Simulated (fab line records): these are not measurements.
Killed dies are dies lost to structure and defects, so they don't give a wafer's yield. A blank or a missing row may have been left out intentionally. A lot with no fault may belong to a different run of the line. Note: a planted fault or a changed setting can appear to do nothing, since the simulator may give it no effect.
fab line records | flow n5Finfet
[record] lots = 7 | wafers = 21
route steps=1938 shown ZERO_LAYER@6 PMOS_HMC_CHANNEL_EPI@62
startH: hours from the record's opening day to when the first of the lot's shown wafers began | waitH: time in hours since the lot's previous step | " identical to the entry in the row above | L1.1+2: one row covering several wafers at once | - no value, or no start was given | * or withheld: withheld | < > ~ a bound
route shown NAME@n: a module of which the file shows steps, and the number in the route of the first | usual: mean/standard deviation taken from wafers without a fault | same: alike in all rows | chamber/n: place in a boat | sites: per-site readings | _std_site: the values' standard deviation | _edge_site: the outer-site mean with the inner-site mean subtracted | radiusMm: how far each site lies from the wafer's centre | mask NAME#n: copy n | behind: the tool/chamber that last shaped the wafer | hold: what put the lot on hold/how long, in hours/how the hold closed | device: which transistor (n, p or np) failed to switch | end of line: the tests these same wafers got at the end of their route | a step given without rows: its recipe and nothing more | killed: the dies lost at the first sort to structure and to defects; this is not the yield of the wafer | map: a wafer's dies, marking killed ones x, the rest . and places with no die _
set.NAME: the setting as run; set.NAME@STEP: as run at that earlier step | model.NAME: the simulator's own value behind a step, which no gauge read
one table per step and one row per wafer, for lots whose settings were changed on purpose
[[steps]]
[step N5_ZERO_LAYER_COAT_05]
[recipe] spinRpm = 1500 | resistThkNm = 1000
lot.wafer | tool          | chamber | startH | waitH | set.spinRpm | model.coat_of_ZERO_LAYER_COAT_05.thkNm
L077.1    | lithoTrack-05 | 0       | -      | -     | 1500        | 1006
L077.2    | "             | 0       | "      | "     | 1363        | 1055
L077.6    | "             | 0       | "      | "     | 1363        | 1054
L079.2    | lithoTrack-05 | 0       | -      | -     | 1500        | 999.1
L079.4+6  | "             | 0       | "      | "     | 1500        | 1000
L080.3    | lithoTrack-05 | 0       | -      | -     | 1500        | 1009
L080.4    | "             | 0       | "      | "     | 1500        | 1007
L080.6    | "             | 0       | "      | "     | 1419        | 1037
L081.1    | lithoTrack-03 | 0       | -      | -     | 1500        | 1001
L081.2    | "             | 0       | "      | "     | 1404        | 1033
L081.3    | "             | 0       | "      | "     | 1404        | 1037
L083.1    | lithoTrack-05 | 0       | -      | -     | 1500        | 998.3
L083.3    | "             | 0       | "      | "     | 1500        | 997.7
L083.6    | "             | 0       | "      | "     | 1500        | 999.4
L085.2    | lithoTrack-03 | 0       | -      | -     | 1500        | 1003
L085.4    | "             | 0       | "      | "     | 1500        | 998.9
L085.6    | "             | 0       | "      | "     | 1500        | 1002
L096.4    | lithoTrack-02 | 0       | -      | -     | 1500        | 998.1
L096.5    | "             | 0       | "      | "     | 1500        | 999.3
L096.6    | "             | 0       | "      | "     | 1500        | 997
[step N5_ZERO_LAYER_EXPOSE_08]
[recipe] maskId = ZERO | na = 0.55 | sourceShape = conventional | sigmaOuter = 0.8 | polarization = unpolarized | defocusNm = 0 | targetCdNm = 2000 | doseMj = 16.2
lot.wafer  | tool          | chamber | startH | waitH | mask   | set.doseMj
L077.1+6   | krfScanner-01 | 0       | 30.47  | -     | ZERO#0 | 16.2
L077.2     | "             | 0       | "      | "     | ZERO#0 | 15.08
L079.2+4+6 | krfScanner-01 | 0       | 42.60  | -     | ZERO#0 | 16.2
L080.3+6   | krfScanner-01 | 0       | 48.49  | -     | ZERO#0 | 17
L080.4     | "             | 0       | "      | "     | ZERO#0 | 16.2
L081.1+3   | krfScanner-01 | 0       | 54.46  | -     | ZERO#0 | 16.2
L081.2     | "             | 0       | "      | "     | ZERO#0 | 15.77
L083.1+6   | krfScanner-02 | 0       | 66.59  | -     | ZERO#0 | 15.59
L083.3     | "             | 0       | "      | "     | ZERO#0 | 16.2
L085.2+4+6 | krfScanner-02 | 0       | 78.47  | -     | ZERO#0 | 16.2
L096.4+5+6 | krfScanner-01 | 0       | 144.61 | -     | ZERO#0 | 16.2
[step N5_ZERO_LAYER_PEB_09]
[recipe] pebTempC = withheld | pebTimeS = *
[step N5_ZERO_LAYER_DEVELOP_10]
[recipe] developTimeS = 60 | rinseLiquid = diw | dry = airSpin | devTempC = 21
[step N5_ZERO_LAYER_HARDBAKE_23]
[recipe] tempC = 130 | timeS = 120
[step N5_ZERO_LAYER_CD_MEAS_11]
[recipe] targetCdNm = 2000 | landingEnergyEv = 500 | detector = seInlens
[usual] cdNm = 2000.6/2.3
lot.wafer | tool     | chamber | startH | waitH | set.doseMj@ZERO_LAYER_EXPOSE_08 | cdNm
L077.1    | cdSem-03 | 0       | 30.64  | -     | 16.2                            | 2006.3
L077.2    | "        | 0       | "      | "     | 15.08                           | 1988.6
L077.6    | "        | 0       | "      | "     | 16.2                            | 2000.9
L079.2    | cdSem-01 | 0       | 42.77  | -     | 16.2                            | 2001.4
L079.4    | "        | 0       | "      | "     | 16.2                            | 2001.6
L079.6    | "        | 0       | "      | "     | 16.2                            | 1999.2
L080.3    | cdSem-03 | 0       | 48.66  | -     | 17                              | 2010.1
L080.4    | "        | 0       | "      | "     | 16.2                            | 1999.4
L080.6    | "        | 0       | "      | "     | 17                              | 2006.8
L081.1    | cdSem-01 | 0       | 54.64  | -     | 16.2                            | 1997.7
L081.2    | "        | 0       | "      | "     | 15.77                           | 1990.7
L081.3    | "        | 0       | "      | "     | 16.2                            | 1998.8
L083.1    | cdSem-01 | 0       | 66.77  | -     | 15.59                           | 1993.8
L083.3    | "        | 0       | "      | "     | 16.2                            | 1996.4
L083.6    | "        | 0       | "      | "     | 15.59                           | 1991.8
L085.2    | cdSem-01 | 0       | 78.64  | -     | 16.2                            | 2002.8
L085.4    | "        | 0       | "      | "     | 16.2                            | 2000.8
L085.6    | "        | 0       | "      | "     | 16.2                            | 1998.6
L096.4    | cdSem-03 | 0       | 144.77 | -     | 16.2                            | 2008.2
L096.5    | "        | 0       | "      | "     | 16.2                            | 2004.9
L096.6    | "        | 0       | "      | "     | 16.2                            | 2003.8
[step N5_ZERO_LAYER_DESCUM_16]
[recipe] chemistry = O2 | timeS = 7.9 | sourcePowerW = 50 | biasPowerW = 20 | pressureMtorr = 20 | rfFrequencyHz = 2.712e+07 | tempC = 40 | o2FlowSccm = 225
[step N5_ZERO_LAYER_ETCH_17]
[recipe] chemistry = CF4 | target = SiO2 | targetDepthA = 120 | timeS = 13.3 | ionEnergyEv = 350 | pressureMtorr = 40 | sourceW = 450 | biasW = 215 | Ar_flow_sccm = 100 | cf4FlowSccm = 100
lot.wafer | tool       | chamber | startH | waitH | set.spinRpm@ZERO_LAYER_COAT_05 | model.coat_of_ZERO_LAYER_COAT_05.thkNm
L077.1    | rieDiel-04 | 2       | 30.73  | 0.0   | 1500                           | 976.4
L077.2    | "          | 1       | "      | "     | 1363                           | 1026
L077.6    | "          | 3       | "      | "     | 1363                           | 1025
L079.2    | rieDiel-04 | 2       | 42.89  | 0.0   | 1500                           | 969.8
L079.4+6  | "          | 1       | "      | "     | 1500                           | 970.4
L080.3    | rieDiel-03 | 1       | 50.27  | 0.0   | 1500                           | 979.6
L080.4    | "          | 0       | "      | "     | 1500                           | 977.5
L080.6    | "          | 0       | "      | "     | 1419                           | 1008
L081.1    | rieDiel-04 | 2       | 56.10  | 0.0   | 1500                           | 971.6
L081.2    | "          | 3       | "      | "     | 1404                           | 1004
L081.3    | "          | 0       | "      | "     | 1404                           | 1007
L083.1    | rieDiel-05 | 2       | 66.84  | 0.0   | 1500                           | 968.6
L083.3    | "          | 3       | "      | "     | 1500                           | 967.8
L083.6    | "          | 3       | "      | "     | 1500                           | 969.5
L085.2    | rieDiel-05 | 1       | 79.13  | 0.0   | 1500                           | 973.4
L085.4    | "          | 0       | "      | "     | 1500                           | 969.2
L085.6    | "          | 0       | "      | "     | 1500                           | 972.4
L096.4    | rieDiel-04 | 3       | 144.87 | 0.0   | 1500                           | 968.8
L096.5    | "          | 2       | "      | "     | 1500                           | 970.2
L096.6    | "          | 1       | "      | "     | 1500                           | 967.5
[step N5_ZERO_LAYER_ETCH_18]
[recipe] chemistry = HBr/Cl2 | target = Si | targetDepthA = 1200 | timeS = 40 | pressureMtorr = 10 | icpW = 800 | biasW = 75 | HBr_flow_sccm = 150 | Cl2_flow_sccm = 80
[step N5_ZERO_LAYER_STRIP_24]
[recipe] chemistry = O2 | powerW = 1000 | tempC = 250 | overashFraction = 0.3 | pressureMtorr = 1000 | o2FlowSccm = 6750
[usual] stripTimeToEndpointS = 43.92/0.098
lot.wafer | tool           | chamber | startH | waitH | set.spinRpm@ZERO_LAYER_COAT_05 | stripTimeToEndpointS
L077.1    | plasmaAsher-01 | 1       | 30.91  | 0.1   | 1500                           | 44.00
L077.2    | "              | 0       | "      | "     | 1363                           | 45.51
L077.6    | "              | 0       | "      | "     | 1363                           | 45.45
L079.2    | plasmaAsher-01 | 1       | 43.07  | 0.1   | 1500                           | 43.84
L079.4    | "              | 1       | "      | "     | 1500                           | 43.88
L079.6    | "              | 0       | "      | "     | 1500                           | 43.86
L080.3    | plasmaAsher-02 | 0       | 50.47  | 0.1   | 1500                           | 44.13
L080.4    | "              | 1       | "      | "     | 1500                           | 44.05
L080.6    | "              | 1       | "      | "     | 1419                           | 44.96
L081.1    | plasmaAsher-02 | 0       | 56.31  | 0.1   | 1500                           | 43.89
L081.2    | "              | 1       | "      | "     | 1404                           | 44.85
L081.3    | "              | 0       | "      | "     | 1404                           | 44.95
L083.1    | plasmaAsher-02 | 0       | 67.02  | 0.1   | 1500                           | 43.80
L083.3    | "              | 0       | "      | "     | 1500                           | 43.75
L083.6    | "              | 1       | "      | "     | 1500                           | 43.81
L085.2    | plasmaAsher-02 | 1       | 79.34  | 0.1   | 1500                           | 43.97
L085.4    | "              | 0       | "      | "     | 1500                           | 43.84
L085.6    | "              | 0       | "      | "     | 1500                           | 43.92
L096.4    | plasmaAsher-02 | 1       | 145.04 | 0.0   | 1500                           | 43.82
L096.5    | "              | 0       | "      | "     | 1500                           | 43.85
L096.6    | "              | 1       | "      | "     | 1500                           | 43.74
[step N5_PMOS_HMC_CHANNEL_EPI_EXPOSE_06]
[recipe] maskId = PMOS_HMC_BLK | na = 1.35 | sourceShape = conventional | sigmaOuter = 0.8 | polarization = unpolarized | targetCdNm = 240 | doseMj = 41
lot.wafer  | tool           | chamber | startH | waitH | mask           | set.doseMj
L077.1+6   | arfiScanner-03 | 0       | 35.17  | -     | PMOS_HMC_BLK#0 | 41
L077.2     | "              | 0       | "      | "     | PMOS_HMC_BLK#0 | 43.11
L079.2+6   | arfiScanner-03 | 0       | 46.90  | -     | PMOS_HMC_BLK#0 | 43.12
L079.4     | "              | 0       | "      | "     | PMOS_HMC_BLK#0 | 41
L080.3+4+6 | arfiScanner-03 | 0       | 54.41  | -     | PMOS_HMC_BLK#0 | 41
L081.1+2   | arfiScanner-02 | 0       | 60.46  | -     | PMOS_HMC_BLK#0 | 41
L081.3     | "              | 0       | "      | "     | PMOS_HMC_BLK#0 | 39.99
L083.1+3+6 | arfiScanner-02 | 0       | 71.18  | -     | PMOS_HMC_BLK#0 | 41
L085.2+4   | arfiScanner-03 | 0       | 83.95  | -     | PMOS_HMC_BLK#0 | 43.55
L085.6     | "              | 0       | "      | "     | PMOS_HMC_BLK#0 | 41
L096.4+5+6 | arfiScanner-02 | 0       | 149.41 | -     | PMOS_HMC_BLK#0 | 41
[step N5_PMOS_HMC_CHANNEL_EPI_PEB_07]
[recipe] pebTempC = 110 | pebTimeS = 60 | resist = CAR-ArF-block
lot.wafer  | tool          | chamber | startH | waitH | set.pebTempC
L077.1+2+6 | lithoTrack-02 | 0       | 35.23  | 0.1   | 110
L079.2+4+6 | lithoTrack-04 | 0       | 46.96  | 0.0   | 110
L080.3     | lithoTrack-02 | 0       | 54.46  | 0.0   | 112.3
L080.4+6   | "             | 0       | "      | "     | 110
L081.1+2+3 | lithoTrack-05 | 0       | 60.52  | 0.1   | 110
L083.1+3   | lithoTrack-05 | 0       | 71.24  | 0.1   | 110
L083.6     | "             | 0       | "      | "     | 106.4
L085.2+6   | lithoTrack-04 | 0       | 84.00  | 0.0   | 106.6
L085.4     | "             | 0       | "      | "     | 110
L096.4+5+6 | lithoTrack-02 | 0       | 149.45 | 0.0   | 110
[step N5_PMOS_HMC_CHANNEL_EPI_DEVELOP_08]
[recipe] developTimeS = 30 | developer = TMAH | resist = CAR-ArF-block | devTempC = 23 | rinseLiquid = diw | dry = airSpin
[step N5_PMOS_HMC_CHANNEL_EPI_CD_MEAS_09]
[recipe] targetCdNm = 237.4 | landingEnergyEv = 500 | detector = seInlens
[usual] cdNm = 237.9/1
lot.wafer | tool     | chamber | startH | waitH | set.doseMj@PMOS_HMC_CHANNEL_EPI_EXPOSE_06 | set.pebTempC@PMOS_HMC_CHANNEL_EPI_PEB_07 | cdNm
L077.1    | cdSem-03 | 0       | 35.30  | -     | 41                                        | 110                                      | 238.5
L077.2    | "        | 0       | "      | "     | 43.11                                     | 110                                      | 242.6
L077.6    | "        | 0       | "      | "     | 41                                        | 110                                      | 239.6
L079.2    | cdSem-03 | 0       | 47.02  | -     | 43.12                                     | 110                                      | 243.0
L079.4    | "        | 0       | "      | "     | 41                                        | 110                                      | 239.7
L079.6    | "        | 0       | "      | "     | 43.12                                     | 110                                      | 242.9
L080.3    | cdSem-02 | 0       | 54.53  | -     | 41                                        | 112.3                                    | 245.6
L080.4    | "        | 0       | "      | "     | 41                                        | 110                                      | 237.2
L080.6    | "        | 0       | "      | "     | 41                                        | 110                                      | 238.0
L081.1    | cdSem-02 | 0       | 60.59  | -     | 41                                        | 110                                      | 237.1
L081.2    | "        | 0       | "      | "     | 41                                        | 110                                      | 237.4
L081.3    | "        | 0       | "      | "     | 39.99                                     | 110                                      | 234.8
L083.1    | cdSem-01 | 0       | 71.30  | -     | 41                                        | 110                                      | 237.8
L083.3    | "        | 0       | "      | "     | 41                                        | 110                                      | 237.6
L083.6    | "        | 0       | "      | "     | 41                                        | 106.4                                    | 225.6
L085.2    | cdSem-02 | 0       | 84.07  | -     | 43.55                                     | 106.6                                    | 231.7
L085.4    | "        | 0       | "      | "     | 43.55                                     | 110                                      | 244.1
L085.6    | "        | 0       | "      | "     | 41                                        | 106.6                                    | 227.7
L096.4    | cdSem-03 | 0       | 149.52 | -     | 41                                        | 110                                      | 239.5
L096.5    | "        | 0       | "      | "     | 41                                        | 110                                      | 239.1
L096.6    | "        | 0       | "      | "     | 41                                        | 110                                      | 239.5
[step N5_PMOS_HMC_CHANNEL_EPI_DESCUM_14]
[recipe] chemistry = O2 | timeS = 7.9 | sourcePowerW = 50 | biasPowerW = 20 | pressureMtorr = 20 | rfFrequencyHz = 2.712e+07 | tempC = 40 | resist = CAR-ArF-block | o2FlowSccm = 225
lot.wafer | tool       | chamber | startH | waitH | set.pebTempC@PMOS_HMC_CHANNEL_EPI_PEB_07 | model.PMOS_HMC_CHANNEL_EPI.cdNm
L077.1    | rieDiel-05 | 2       | 35.40  | 0.0   | 110                                      | 238.8
L077.2    | "          | 3       | "      | "     | 110                                      | 242.6
L077.6    | "          | 2       | "      | "     | 110                                      | 239.3
L079.2+6  | rieDiel-04 | 1,3     | 49.00  | 1.9   | 110                                      | 243.1
L079.4    | "          | 2       | "      | "     | 110                                      | 239.8
L080.3    | rieDiel-03 | 1       | 56.01  | 1.4   | 112.3                                    | 245.4
L080.4    | "          | 2       | "      | "     | 110                                      | 237
L080.6    | "          | 3       | "      | "     | 110                                      | 237.8
L081.1    | rieDiel-03 | 2       | 60.68  | 0.0   | 110                                      | 236.9
L081.2    | "          | 1       | "      | "     | 110                                      | 237.2
L081.3    | "          | 3       | "      | "     | 110                                      | 235.1
L083.1    | rieDiel-05 | 0       | 71.56  | 0.2   | 110                                      | 238.2
L083.3    | "          | 2       | "      | "     | 110                                      | 238
L083.6    | "          | 0       | "      | "     | 106.4                                    | 226.1
L085.2    | rieDiel-05 | 2       | 84.16  | 0.0   | 106.6                                    | 232
L085.4    | "          | 0       | "      | "     | 110                                      | 244.3
L085.6    | "          | 2       | "      | "     | 106.6                                    | 228.1
L096.4    | rieDiel-03 | 0       | 149.60 | 0.0   | 110                                      | 239.2
L096.5    | "          | 2       | "      | "     | 110                                      | 239.3
L096.6    | "          | 3       | "      | "     | 110                                      | 239.4
[step N5_PMOS_HMC_CHANNEL_EPI_ETCH_32]
[recipe] chemistry = N2/H2 | target = BARC | stopOn = SiO2 | targetDepthA = 858 | overEtchFrac = 0.3 | timeS = 50.3 | ionEnergyEv = 200 | maskMaterial = CAR-ArF-block | pressureMtorr = 30 | sourceW = 840 | biasW = 150 | n2FlowSccm = 200 | h2FlowSccm = 200
lot.wafer | tool       | chamber | startH | waitH | set.doseMj@PMOS_HMC_CHANNEL_EPI_EXPOSE_06 | set.pebTempC@PMOS_HMC_CHANNEL_EPI_PEB_07 | model.PMOS_HMC_CHANNEL_EPI.cdNm
L077.1    | rieDiel-05 | 2       | 35.44  | 0.0   | 41                                        | 110                                      | 241.3
L077.2    | "          | 3       | "      | "     | 43.11                                     | 110                                      | 244.9
L077.6    | "          | 2       | "      | "     | 41                                        | 110                                      | 242.2
L079.2    | rieDiel-04 | 1       | 49.03  | 0.0   | 43.12                                     | 110                                      | 245.2
L079.4    | "          | 2       | "      | "     | 41                                        | 110                                      | 241.1
L079.6    | "          | 3       | "      | "     | 43.12                                     | 110                                      | 245.1
L080.3    | rieDiel-03 | 1       | 56.05  | 0.0   | 41                                        | 112.3                                    | 247.7
L080.4    | "          | 2       | "      | "     | 41                                        | 110                                      | 238.4
L080.6    | "          | 3       | "      | "     | 41                                        | 110                                      | 238.7
L081.1    | rieDiel-03 | 2       | 60.71  | 0.0   | 41                                        | 110                                      | 238.6
L081.2    | "          | 1       | "      | "     | 41                                        | 110                                      | 239.7
L081.3    | "          | 3       | "      | "     | 39.99                                     | 110                                      | 236
L083.1    | rieDiel-05 | 0       | 71.60  | 0.0   | 41                                        | 110                                      | 240.8
L083.3    | "          | 2       | "      | "     | 41                                        | 110                                      | 239.5
L083.6    | "          | 0       | "      | "     | 41                                        | 106.4                                    | 229
L085.2    | rieDiel-05 | 2       | 84.19  | 0.0   | 43.55                                     | 106.6                                    | 234.1
L085.4    | "          | 0       | "      | "     | 43.55                                     | 110                                      | 248.3
L085.6    | "          | 2       | "      | "     | 41                                        | 106.6                                    | 230.3
L096.4    | rieDiel-03 | 0       | 149.64 | 0.0   | 41                                        | 110                                      | 242.2
L096.5    | "          | 2       | "      | "     | 41                                        | 110                                      | 241
L096.6    | "          | 3       | "      | "     | 41                                        | 110                                      | 241.1
[step N5_PMOS_HMC_CHANNEL_EPI_HM_OPEN_15]
[recipe] chemistry = CHF3/O2 | target = SiO2 | maskMaterial = CAR-ArF-block | targetDepthA = 406 | CHF3_flow_sccm = 50 | O2_flow_sccm = 5 | Ar_flow_sccm = 200 | timeS = 20.3 | pressureMtorr = 30 | sourceW = 650 | biasW = 170 | ionEnergyEv = 200
lot.wafer | tool       | chamber | startH | waitH | set.doseMj@PMOS_HMC_CHANNEL_EPI_EXPOSE_06 | set.pebTempC@PMOS_HMC_CHANNEL_EPI_PEB_07 | model.PMOS_HMC_CHANNEL_EPI.cdNm
L077.1    | rieDiel-05 | 2       | 35.48  | 0.0   | 41                                        | 110                                      | 241.2
L077.2    | "          | 3       | "      | "     | 43.11                                     | 110                                      | 245
L077.6    | "          | 2       | "      | "     | 41                                        | 110                                      | 242.1
L079.2    | rieDiel-04 | 1       | 49.08  | 0.0   | 43.12                                     | 110                                      | 245.2
L079.4    | "          | 2       | "      | "     | 41                                        | 110                                      | 241
L079.6    | "          | 3       | "      | "     | 43.12                                     | 110                                      | 245
L080.3    | rieDiel-03 | 1       | 56.09  | 0.0   | 41                                        | 112.3                                    | 247.7
L080.4    | "          | 2       | "      | "     | 41                                        | 110                                      | 238.5
L080.6    | "          | 3       | "      | "     | 41                                        | 110                                      | 238.9
L081.1    | rieDiel-03 | 2       | 60.75  | 0.0   | 41                                        | 110                                      | 238.7
L081.2    | "          | 1       | "      | "     | 41                                        | 110                                      | 239.7
L081.3    | "          | 3       | "      | "     | 39.99                                     | 110                                      | 236
L083.1    | rieDiel-05 | 0       | 71.64  | 0.0   | 41                                        | 110                                      | 240.9
L083.3    | "          | 2       | "      | "     | 41                                        | 110                                      | 239.3
L083.6    | "          | 0       | "      | "     | 41                                        | 106.4                                    | 229
L085.2    | rieDiel-05 | 2       | 84.23  | 0.0   | 43.55                                     | 106.6                                    | 233.9
L085.4    | "          | 0       | "      | "     | 43.55                                     | 110                                      | 248.3
L085.6    | "          | 2       | "      | "     | 41                                        | 106.6                                    | 230.1
L096.4    | rieDiel-03 | 0       | 149.68 | 0.0   | 41                                        | 110                                      | 242.2
L096.5    | "          | 2       | "      | "     | 41                                        | 110                                      | 241
L096.6    | "          | 3       | "      | "     | 41                                        | 110                                      | 241.1
[step N5_PMOS_HMC_CHANNEL_EPI_STRIP_33]
[recipe] chemistry = N2/H2 | powerW = 500 | tempC = 40 | pressureMtorr = 50 | rfFrequencyHz = 6e+07 | overashFraction = 0.3 | biasPowerW = 8 | h2Frac = 0.5 | n2FlowSccm = 300 | h2FlowSccm = 300
[step N5_PMOS_HMC_CHANNEL_EPI_STRIP_17]
[recipe] chemistry = SPM | timeS = 750 | tempC = 130 | h2so4H2o2VolRatio = 4 | dry = ipaMarangoni
[step N5_PMOS_HMC_CHANNEL_EPI_ETCH_38]
[recipe] chemistry = CF4 | target = SiO2 | targetDepthA = 15 | ionEnergyEv = 350 | pressureMtorr = 10 | icpW = 800 | biasW = 400 | cf4FlowSccm = 80
lot.wafer | tool     | chamber | startH | waitH | set.doseMj@PMOS_HMC_CHANNEL_EPI_EXPOSE_06 | set.pebTempC@PMOS_HMC_CHANNEL_EPI_PEB_07 | model.PMOS_HMC_CHANNEL_EPI.cdNm
L077.1    | rieSi-04 | 3       | 35.84  | 0.0   | 41                                        | 110                                      | 241.2
L077.2    | "        | 0       | "      | "     | 43.11                                     | 110                                      | 244.9
L077.6    | "        | 1       | "      | "     | 41                                        | 110                                      | 242
L079.2    | rieSi-02 | 0       | 49.43  | 0.0   | 43.12                                     | 110                                      | 245.2
L079.4    | "        | 2       | "      | "     | 41                                        | 110                                      | 241
L079.6    | "        | 1       | "      | "     | 43.12                                     | 110                                      | 245
L080.3    | rieSi-04 | 2       | 56.45  | 0.0   | 41                                        | 112.3                                    | 247.6
L080.4    | "        | 3       | "      | "     | 41                                        | 110                                      | 238.5
L080.6    | "        | 3       | "      | "     | 41                                        | 110                                      | 238.9
L081.1    | rieSi-02 | 3       | 61.11  | 0.0   | 41                                        | 110                                      | 238.7
L081.2    | "        | 1       | "      | "     | 41                                        | 110                                      | 239.6
L081.3    | "        | 0       | "      | "     | 39.99                                     | 110                                      | 236
L083.1    | rieSi-06 | 0       | 72.00  | 0.0   | 41                                        | 110                                      | 240.9
L083.3    | "        | 1       | "      | "     | 41                                        | 110                                      | 239.4
L083.6    | "        | 2       | "      | "     | 41                                        | 106.4                                    | 229.1
L085.2    | rieSi-04 | 3       | 84.59  | 0.0   | 43.55                                     | 106.6                                    | 233.9
L085.4    | "        | 2       | "      | "     | 43.55                                     | 110                                      | 248.2
L085.6    | "        | 0       | "      | "     | 41                                        | 106.6                                    | 230
L096.4    | rieSi-04 | 1       | 150.04 | 0.0   | 41                                        | 110                                      | 242
L096.5    | "        | 1       | "      | "     | 41                                        | 110                                      | 240.9
L096.6    | "        | 0       | "      | "     | 41                                        | 110                                      | 241
[step N5_PMOS_HMC_CHANNEL_EPI_FIN_RECESS_16]
[recipe] chemistry = HBr/Cl2 | target = Si | maskMaterial = SiO2 | targetDepthA = 540 | timeS = 18 | pressureMtorr = 10 | icpW = 800 | biasW = 75 | HBr_flow_sccm = 150 | Cl2_flow_sccm = 80
lot.wafer | tool     | chamber | startH | waitH | set.doseMj@PMOS_HMC_CHANNEL_EPI_EXPOSE_06 | set.pebTempC@PMOS_HMC_CHANNEL_EPI_PEB_07 | model.PMOS_HMC_CHANNEL_EPI.cdNm
L077.1    | rieSi-04 | 3       | 35.86  | 0.0   | 41                                        | 110                                      | 241.2
L077.2    | "        | 0       | "      | "     | 43.11                                     | 110                                      | 244.9
L077.6    | "        | 1       | "      | "     | 41                                        | 110                                      | 242.1
L079.2    | rieSi-02 | 0       | 49.45  | 0.0   | 43.12                                     | 110                                      | 245.2
L079.4    | "        | 2       | "      | "     | 41                                        | 110                                      | 241
L079.6    | "        | 1       | "      | "     | 43.12                                     | 110                                      | 245
L080.3    | rieSi-04 | 2       | 56.47  | 0.0   | 41                                        | 112.3                                    | 247.6
L080.4    | "        | 3       | "      | "     | 41                                        | 110                                      | 238.5
L080.6    | "        | 3       | "      | "     | 41                                        | 110                                      | 238.8
L081.1    | rieSi-02 | 3       | 61.13  | 0.0   | 41                                        | 110                                      | 238.6
L081.2    | "        | 1       | "      | "     | 41                                        | 110                                      | 239.6
L081.3    | "        | 0       | "      | "     | 39.99                                     | 110                                      | 236
L083.1    | rieSi-06 | 0       | 72.02  | 0.0   | 41                                        | 110                                      | 241.1
L083.3    | "        | 1       | "      | "     | 41                                        | 110                                      | 239.5
L083.6    | "        | 2       | "      | "     | 41                                        | 106.4                                    | 229.2
L085.2    | rieSi-04 | 3       | 84.61  | 0.0   | 43.55                                     | 106.6                                    | 233.9
L085.4    | "        | 2       | "      | "     | 43.55                                     | 110                                      | 248.1
L085.6    | "        | 0       | "      | "     | 41                                        | 106.6                                    | 230
L096.4    | rieSi-04 | 1       | 150.06 | 0.0   | 41                                        | 110                                      | 242
L096.5    | "        | 1       | "      | "     | 41                                        | 110                                      | 240.8
L096.6    | "        | 0       | "      | "     | 41                                        | 110                                      | 240.9
[[key]]
[split] step = N5_ZERO_LAYER_COAT_05 | setting = spinRpm | stated = 1500 | by = wafer
[response] step = N5_ZERO_LAYER_COAT_05 | reading = model.coat_of_ZERO_LAYER_COAT_05.thkNm | change = -5.37 | per = 1% | r = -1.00
[response] step = N5_ZERO_LAYER_ETCH_17 | reading = model.coat_of_ZERO_LAYER_COAT_05.thkNm | change = -5.34 | per = 1% | r = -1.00
[response] step = N5_ZERO_LAYER_STRIP_24 | reading = stripTimeToEndpointS | change = * | per = 1% | r = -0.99
[split] step = N5_ZERO_LAYER_EXPOSE_08 | setting = doseMj | stated = 16.2 | by = wafer
[response] step = N5_ZERO_LAYER_CD_MEAS_11 | reading = cdNm | change = +1.95 | per = 1% | r = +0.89
[split] step = N5_PMOS_HMC_CHANNEL_EPI_EXPOSE_06 | setting = doseMj | stated = 41 | by = wafer
[response] step = N5_PMOS_HMC_CHANNEL_EPI_CD_MEAS_09 | reading = cdNm | slope = +0.691 | per = 1% | togetherWith = pebTempC@PMOS_HMC_CHANNEL_EPI_PEB_07 | explained = 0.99
[response] step = N5_PMOS_HMC_CHANNEL_EPI_ETCH_32 | reading = model.PMOS_HMC_CHANNEL_EPI.cdNm | slope = +0.763 | per = 1% | togetherWith = pebTempC@PMOS_HMC_CHANNEL_EPI_PEB_07 | explained = 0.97
[response] step = N5_PMOS_HMC_CHANNEL_EPI_HM_OPEN_15 | reading = model.PMOS_HMC_CHANNEL_EPI.cdNm | slope = +0.777 | per = 1% | togetherWith = pebTempC@PMOS_HMC_CHANNEL_EPI_PEB_07 | explained = 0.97
[response] step = N5_PMOS_HMC_CHANNEL_EPI_ETCH_38 | reading = model.PMOS_HMC_CHANNEL_EPI.cdNm | slope = +0.774 | per = 1% | togetherWith = pebTempC@PMOS_HMC_CHANNEL_EPI_PEB_07 | explained = 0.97
[response] step = N5_PMOS_HMC_CHANNEL_EPI_FIN_RECESS_16 | reading = model.PMOS_HMC_CHANNEL_EPI.cdNm | slope = +0.774 | per = 1% | togetherWith = pebTempC@PMOS_HMC_CHANNEL_EPI_PEB_07 | explained = 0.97
[split] step = N5_PMOS_HMC_CHANNEL_EPI_PEB_07 | setting = pebTempC | stated = 110 | by = wafer
[response] step = N5_PMOS_HMC_CHANNEL_EPI_CD_MEAS_09 | reading = cdNm | change = +4.1 | per = 1% | r = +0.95
[response] step = N5_PMOS_HMC_CHANNEL_EPI_DESCUM_14 | reading = model.PMOS_HMC_CHANNEL_EPI.cdNm | change = +4.07 | per = 1% | r = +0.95
[response] step = N5_PMOS_HMC_CHANNEL_EPI_ETCH_32 | reading = model.PMOS_HMC_CHANNEL_EPI.cdNm | change = +4.29 | per = 1% | r = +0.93
[response] step = N5_PMOS_HMC_CHANNEL_EPI_HM_OPEN_15 | reading = model.PMOS_HMC_CHANNEL_EPI.cdNm | slope = +3.99 | per = 1% | togetherWith = doseMj@PMOS_HMC_CHANNEL_EPI_EXPOSE_06 | explained = 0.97
[response] step = N5_PMOS_HMC_CHANNEL_EPI_ETCH_38 | reading = model.PMOS_HMC_CHANNEL_EPI.cdNm | slope = +3.97 | per = 1% | togetherWith = doseMj@PMOS_HMC_CHANNEL_EPI_EXPOSE_06 | explained = 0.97
[response] step = N5_PMOS_HMC_CHANNEL_EPI_FIN_RECESS_16 | reading = model.PMOS_HMC_CHANNEL_EPI.cdNm | slope = +3.97 | per = 1% | togetherWith = doseMj@PMOS_HMC_CHANNEL_EPI_EXPOSE_06 | explained = 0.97
